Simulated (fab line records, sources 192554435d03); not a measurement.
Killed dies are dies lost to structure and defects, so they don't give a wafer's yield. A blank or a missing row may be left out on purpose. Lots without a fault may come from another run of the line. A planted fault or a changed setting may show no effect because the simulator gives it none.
fab line records | flow n5_finfet | part 2 of 2: steps 5 to 6 of 6
record lots=20 wafers=60 last_day=21
route steps=1938 shown BEOL_M10@1471
lots that met no fault: from a run of the same line without faults
start_h: hours from the record's first day to the start of the lot's first wafer shown | wait_h: hours since the lot's step before | " the same as in the row above | L1.1+2: a row that stands for several wafers | - no value, or no start given | * or withheld: withheld | < > ~ a bound
route shown NAME@n: a module of which the file shows steps, and the number in the route of the first | usual: mean/standard deviation of fault-free wafers | same: alike in all rows | chamber/n: place in a boat | sites: the reading at each site | _std_site: their standard deviation | _edge_site: outer sites' mean less inner sites' | radius_mm: how far each site lies from the wafer's centre | mask NAME#n: copy n | behind: the tool/chamber that last shaped the wafer | hold: why the lot was held/for how many hours/how that ended | device: the transistor (n, p or np) that didn't switch | end of line: the same wafers' tests at the end of the route | a step without rows: its recipe alone | killed: dies lost to structure and defects at the first sort, not the wafer's yield | map: a wafer's dies, x killed, . not, _ none there
set.NAME: the setting as run; set.NAME@STEP: as run at that earlier step | model.NAME: the simulator's own value behind a step, which no gauge read
steps of the route over a sample of lots; a table a step, a row a wafer
services: from which hour (start_h, from the record's first day; less than 0 if before it) a tool's chamber was out of use, for how many hours, and why
## steps
# step N5_BEOL_M10_STRIP_36
# recipe chemistry=N2/H2 power_w=450 temp_c=40 pressure_mtorr=20 rf_frequency_hz=6e+07 overash_fraction=0.3 bias_power_w=7 h2_frac=0.5 n2_flow_sccm=200 h2_flow_sccm=200
# usual bias_power_w=7.002/0.018 chamber_pressure_mTorr=20.01/0.056 drypump_motor_current_A=5.71/0.16 oes_product_au=0.77/0.079 rf_vpp_V=58.9/1.8 showerhead_plenum_p_Torr=2.48/0.084 throttle_valve_pct=23.6/0.34
# columns lot.wafer tool chamber start_h wait_h bias_power_w chamber_pressure_mTorr drypump_motor_current_A oes_product_au rf_hours_counter_h rf_vpp_V showerhead_plenum_p_Torr throttle_valve_pct
L074.1 rie_diel-03 3 296.58 0.0 6.992 20.03 5.66 0.77 160 58.9 2.40 23.2
L074.4 " 0 " " 6.998 20.04 5.54 0.67 245 60.0 2.47 23.5
L074.6 " 3 " " 7.027 20.05 5.65 0.76 - 57.0 2.40 23.2
L077.2 rie_diel-03 2 309.27 0.0 6.968 20.00 5.96 0.69 217 59.3 2.61 23.6
L077.3 " 0 " " 7.011 19.88 5.54 0.68 250 60.1 2.47 23.5
L077.5 " 0 " " 7.003 20.01 5.53 0.67 - 58.7 2.47 23.5
L075.2 rie_diel-04 3 321.63 0.0 6.989 20.05 5.23 0.71 212 58.6 2.62 24.2
L075.3 " 2 " " 7.003 20.08 5.45 0.91 26 60.5 2.61 23.7
L075.4 " 1 " " 7.002 20.02 5.92 0.85 44 59.0 2.48 23.6
L076.2 rie_diel-04 3 323.95 0.0 7.009 19.97 5.26 0.70 212 58.9 2.62 24.1
L076.4 " 1 " " 6.989 20.05 5.93 0.88 45 56.8 2.48 23.6
L076.6 " 2 " " 6.973 20.01 5.45 0.90 - 59.6 2.61 23.8
L078.2 rie_diel-03 3 333.51 0.0 7.023 20.07 5.68 0.74 178 59.2 2.40 23.3
L078.4 " 2 " " 7.003 19.95 5.98 0.68 - 59.6 2.61 23.6
L078.5 " 1 " " 6.970 20.07 5.77 0.71 - 57.1 2.41 23.9
L082.3 rie_diel-03 2 337.42 0.0 6.982 20.00 5.91 0.68 232 60.9 2.61 23.6
L082.4 " 1 " " 6.995 20.04 5.76 0.73 - 56.5 2.41 24.0
L082.6 " 2 " " 6.969 19.89 5.93 0.70 - 59.3 2.61 23.6
L079.4 rie_diel-01 2 340.42 0.0 7.003 20.00 5.66 0.69 218 58.4 2.52 24.3
L079.5 " 1 " " 7.011 19.99 5.54 0.77 - 58.4 2.65 23.9
L079.6 " 2 " " 7.014 20.02 5.65 0.70 - 56.6 2.52 24.3
L086.2 rie_diel-01 1 373.68 0.0 7.009 19.95 5.54 0.77 135 60.6 2.65 23.9
L086.3 " 3 " " 7.012 19.98 5.85 0.88 52 59.2 2.48 23.4
L086.4 " 0 " " 6.991 19.96 5.73 0.77 156 57.5 2.43 23.7
L081.3 rie_diel-03 1 381.07 0.0 7.016 19.98 5.79 0.70 192 57.1 2.41 24.0
L081.5 " 2 " " 7.022 19.95 5.98 0.69 - 61.4 2.60 23.6
L081.6 " 3 " " 7.032 20.04 5.67 0.72 - 58.8 2.39 23.3
L084.1 rie_diel-01 1 381.13 0.0 6.987 19.98 5.53 0.79 138 57.6 2.65 23.9
L084.4 " 3 " " 6.996 19.96 5.88 0.86 55 57.7 2.48 23.5
L084.5 " 1 " " 7.019 19.98 5.53 0.78 - 59.6 2.65 23.9
L085.2 rie_diel-03 0 392.43 0.0 7.032 20.04 5.55 0.89 19 58.1 2.46 23.1
L085.3 " 3 " " 7.028 19.97 5.66 0.72 202 58.0 2.39 23.3
L085.4 " 3 " " 7.020 20.05 5.68 0.73 - 61.9 2.39 23.3
L090.3 rie_diel-01 2 394.96 0.0 7.009 19.99 5.66 0.69 236 58.6 2.51 24.3
L090.4 " 3 " " 7.006 20.02 5.89 0.84 - 56.2 2.48 23.4
L090.6 " 1 " " 6.960 19.97 5.54 0.77 - 60.2 2.64 23.9
L089.1 rie_diel-04 2 406.16 0.0 6.995 20.04 5.39 0.88 53 59.9 2.60 23.8
L089.2 " 1 " " 6.989 19.98 5.94 0.82 73 59.1 2.47 23.6
L089.4 " 2 " " 7.003 20.05 5.45 0.85 - 60.0 2.60 23.8
L088.2 rie_diel-01 0 410.92 0.0 6.998 20.04 5.77 0.75 170 58.8 2.43 23.7
L088.5 " 0 " " 6.997 20.04 5.75 0.76 - 57.2 2.43 23.7
L088.6 " 3 " " 7.011 19.97 5.89 0.85 - 61.6 2.47 23.4
L087.1 rie_diel-03 0 411.01 0.0 7.019 20.02 5.53 0.88 28 59.9 2.46 23.1
L087.2 " 1 " " 6.976 20.00 5.77 0.71 205 58.5 2.40 24.0
L087.6 " 1 " " 7.001 19.98 5.78 0.70 - 60.6 2.40 24.0
L091.3 rie_diel-03 1 414.45 0.0 6.993 20.09 5.77 0.71 206 53.7 2.40 24.0
L091.4 " 3 " " 7.005 20.07 5.69 0.72 - 57.3 2.38 23.3
L091.5 " 1 " " 7.021 20.05 5.78 0.69 - 55.2 2.40 24.0
L092.2 rie_diel-04 2 423.26 0.0 7.004 20.33 5.44 0.85 59 58.5 2.60 23.8
L092.3 " 0 " " 6.999 20.01 5.85 0.81 91 57.8 2.45 23.5
L092.5 " 1 " " 7.039 20.05 5.94 0.82 - 58.7 2.47 23.6
L094.2 rie_diel-03 3 423.35 0.0 7.024 19.96 5.68 0.71 215 58.2 2.38 23.3
L094.3 " 2 " " 6.969 19.98 5.90 0.99 2 59.6 2.60 23.4
L094.4 " 0 " " 7.034 19.93 5.52 0.86 - 58.6 2.46 23.1
L095.1 rie_diel-01 1 443.76 0.0 6.983 20.00 5.56 0.76 160 62.0 2.64 23.9
L095.2 " 0 " " 7.006 19.99 5.76 0.75 184 59.4 2.42 23.7
L095.6 " 0 " " 7.005 19.97 5.74 0.73 - 60.2 2.42 23.7
L097.4 rie_diel-03 0 450.85 0.0 6.972 20.00 5.53 0.83 44 61.8 2.45 23.1
L097.5 " 1 " " 6.980 20.00 5.79 0.69 - 56.6 2.39 24.0
L097.6 " 0 " " 6.994 20.02 5.54 0.86 - 61.1 2.45 23.1
# step N5_BEOL_M10_TRENCH_ETCH_37
# recipe chemistry=C4F6/O2 target_depth_a=1488.3 target=SiCOH_lowk time_s=48 ion_energy_ev=250 pressure_mtorr=30 source_w=345 bias_w=185 Ar_flow_sccm=300 C4F6_flow_sccm=10 O2_flow_sccm=10
# usual C4F6_flow_sccm=10.01/0.031 bias_w=185.0/0.54 chamber_pressure_mTorr=29.998/0.025 drypump_motor_current_A=5.71/0.16 oes_o_777_au=0.79/0.084 oes_product_au=0.78/0.08 rf_vpp_V=661/25 showerhead_plenum_p_Torr=2.79/0.08 throttle_valve_pct=20.96/0.27
# columns lot.wafer tool chamber start_h wait_h C4F6_flow_sccm bias_w chamber_pressure_mTorr drypump_motor_current_A oes_o_777_au oes_product_au rf_hours_counter_h rf_vpp_V showerhead_plenum_p_Torr throttle_valve_pct
L074.1 rie_diel-03 3 - - 9.99 186.1 29.991 5.66 0.76 0.75 160 650 2.74 20.92
L074.4 " 0 " " 9.93 186.2 29.984 5.52 0.72 0.68 245 640 2.79 20.98
L074.6 " 3 " " 9.98 185.1 29.995 5.67 0.76 0.75 - 650 2.74 20.95
L077.2 rie_diel-03 2 - - 10.01 185.3 29.964 5.96 0.71 0.69 217 663 2.92 20.99
L077.3 " 0 " " 10.03 185.5 30.003 5.53 0.73 0.67 250 638 2.79 21.00
L077.5 " 0 " " 10.03 185.1 30.026 5.52 0.72 0.67 - 637 2.79 20.99
L075.2 rie_diel-04 3 - - 10.03 185.3 30.017 5.24 0.69 0.69 212 680 2.89 21.15
L075.3 " 2 " " 10.04 184.4 30.014 5.45 0.89 0.92 26 681 2.91 20.76
L075.4 " 1 " " 10.06 184.3 30.030 5.90 0.92 0.88 45 675 2.74 20.57
L076.2 rie_diel-04 3 - - 10.02 185.0 30.016 5.26 0.70 0.69 212 682 2.89 21.15
L076.4 " 1 " " 10.01 184.7 29.973 5.91 0.92 0.87 45 673 2.74 20.55
L076.6 " 2 " " 10.01 185.4 29.995 5.41 0.88 0.91 - 681 2.91 20.74
L078.2 rie_diel-03 3 - - 9.98 184.7 29.996 5.67 0.74 0.74 178 650 2.73 20.97
L078.4 " 2 " " 10.08 186.6 30.014 5.98 0.71 0.68 - 663 2.91 21.02
L078.5 " 1 " " 10.01 184.9 30.021 5.77 0.80 0.74 - 633 2.73 21.22
L082.3 rie_diel-03 2 - - 10.01 185.7 29.997 5.95 0.70 0.68 232 664 2.91 21.00
L082.4 " 1 " " 10.00 185.0 29.976 5.77 0.79 0.73 - 632 2.73 21.23
L082.6 " 2 " " 10.00 186.4 29.992 5.97 0.71 0.68 - 662 2.91 21.03
L079.4 rie_diel-01 2 - - 10.03 184.8 29.977 5.64 0.68 0.70 218 691 2.82 21.43
L079.5 " 1 " " 10.01 185.1 29.994 5.56 0.72 0.79 - 713 2.97 21.08
L079.6 " 2 " " 10.00 185.2 30.040 5.65 0.69 0.70 - 691 2.82 21.44
L086.2 rie_diel-01 1 - - 10.00 185.3 29.979 5.57 0.72 0.79 135 712 2.96 21.06
L086.3 " 3 " " 9.97 185.1 30.044 5.87 0.82 0.86 52 689 2.77 20.51
L086.4 " 0 " " 9.99 185.1 30.028 5.72 0.77 0.77 156 628 2.74 21.01
L081.3 rie_diel-03 1 - - 10.05 185.5 30.002 5.78 0.78 0.73 192 632 2.72 21.24
L081.5 " 2 " " 10.03 185.0 29.957 5.96 0.70 0.68 - 664 2.90 21.04
L081.6 " 3 " " 10.01 185.1 30.018 5.65 0.73 0.72 - 649 2.72 21.00
L084.1 rie_diel-01 1 - - 10.02 185.2 29.980 5.56 0.71 0.78 138 712 2.96 21.09
L084.4 " 3 " " 10.02 185.3 30.002 5.85 0.81 0.86 55 689 2.76 20.51
L084.5 " 1 " " 9.99 184.9 30.043 5.55 0.71 0.76 - 711 2.96 21.09
L085.2 rie_diel-03 0 - - 10.01 184.7 29.935 5.51 0.95 0.91 19 638 2.78 20.61
L085.3 " 3 " " 10.02 184.4 29.999 5.67 0.72 0.73 202 650 2.72 21.01
L085.4 " 3 " " 10.00 185.2 29.999 5.66 0.73 0.72 - 649 2.72 21.02
L090.3 rie_diel-01 2 - - 10.01 184.0 29.986 5.65 0.67 0.67 236 691 2.81 21.45
L090.4 " 3 " " 9.99 185.5 29.961 5.87 0.81 0.85 - 688 2.76 20.51
L090.6 " 1 " " 10.03 184.3 30.001 5.55 0.71 0.76 - 713 2.96 21.10
L089.1 rie_diel-04 2 - - 10.01 185.5 30.010 5.41 0.84 0.87 53 680 2.89 20.79
L089.2 " 1 " " 10.01 185.4 30.038 5.92 0.87 0.84 73 673 2.73 20.59
L089.4 " 2 " " 10.03 184.9 29.986 5.44 0.84 0.87 - 680 2.89 20.77
L088.2 rie_diel-01 0 - - 10.02 184.0 29.992 5.74 0.76 0.76 170 628 2.73 21.04
L088.5 " 0 " " 9.99 185.0 29.978 5.74 0.76 0.76 - 628 2.73 21.01
L088.6 " 3 " " 9.95 185.6 30.016 5.88 0.80 0.84 - 689 2.76 20.54
L087.1 rie_diel-03 0 - - 9.96 185.1 29.953 5.53 0.93 0.88 28 636 2.78 20.62
L087.2 " 1 " " 9.97 185.7 30.009 5.77 0.77 0.72 205 632 2.72 21.27
L087.6 " 1 " " 9.95 184.6 30.018 5.78 0.77 0.72 - 631 2.71 21.27
L091.3 rie_diel-03 1 - - 10.03 184.6 30.004 5.77 0.77 0.72 206 632 2.71 21.28
L091.4 " 3 " " 10.01 184.6 30.016 5.66 0.71 0.72 - 649 2.71 21.01
L091.5 " 1 " " 9.98 184.3 29.977 5.76 0.77 0.72 - 631 2.71 21.25
L092.2 rie_diel-04 2 - - 10.00 183.9 30.006 5.45 0.83 0.86 59 680 2.89 20.79
L092.3 " 0 " " 10.01 184.3 29.937 5.86 0.84 0.81 91 670 2.75 21.04
L092.5 " 1 " " 10.01 184.2 29.988 5.89 0.87 0.84 - 672 2.73 20.60
L094.2 rie_diel-03 3 - - 10.01 184.9 30.022 5.67 0.72 0.71 215 648 2.71 21.02
L094.3 " 2 " " 10.04 184.9 30.015 5.93 0.96 0.96 2 663 2.90 20.70
L094.4 " 0 " " 9.99 184.5 30.033 5.53 0.92 0.87 - 636 2.78 20.61
L095.1 rie_diel-01 1 - - 10.03 185.6 29.994 5.57 0.70 0.75 160 712 2.95 21.13
L095.2 " 0 " " 10.02 184.4 29.950 5.71 0.75 0.75 184 627 2.73 21.06
L095.6 " 0 " " 10.03 185.1 29.979 5.74 0.75 0.75 - 628 2.73 21.04
L097.4 rie_diel-03 0 - - 10.04 184.8 29.991 5.52 0.90 0.85 44 637 2.77 20.67
L097.5 " 1 " " 9.98 184.8 30.034 5.78 0.76 0.70 - 631 2.71 21.30
L097.6 " 0 " " 10.02 184.8 29.978 5.52 0.90 0.86 - 637 2.77 20.64
## services
# columns tool chamber start_h hours kind
pecvd-03 - 274.63 2.8 pm
pecvd-03 - 281.93 0.7 repair
uv_cure-01 - 289.06 5.0 pm
rie_diel-03 3 289.92 5.3 repair
rie_diel-04 0 298.90 4.3 repair
rie_diel-03 0 309.46 - clean
rie_diel-03 0 309.46 - consumable_replace:focus_ring
rie_diel-03 0 309.46 30.7 scheduled_down
rie_diel-03 0 309.46 30.7 vent_cycle
uv_cure-03 - 328.24 1.5 repair
uv_cure-01 - 331.90 0.9 repair
rie_diel-04 2 332.82 4.0 repair
uv_cure-03 - 347.32 28.1 pm
pecvd-03 1 352.44 2.7 repair
rie_diel-03 2 390.73 - clean
rie_diel-03 2 390.73 - consumable_replace:focus_ring
pecvd-02 2 391.50 18.6 repair
rie_diel-01 0 394.03 3.4 repair
rie_diel-04 3 403.00 26.1 repair
rie_diel-01 1 409.37 8.5 repair
rie_diel-03 1 417.77 8.0 repair
pecvd-03 - 434.29 2.4 repair
rie_diel-03 2 439.39 1.4 repair
uv_cure-03 - 443.36 1.0 pm
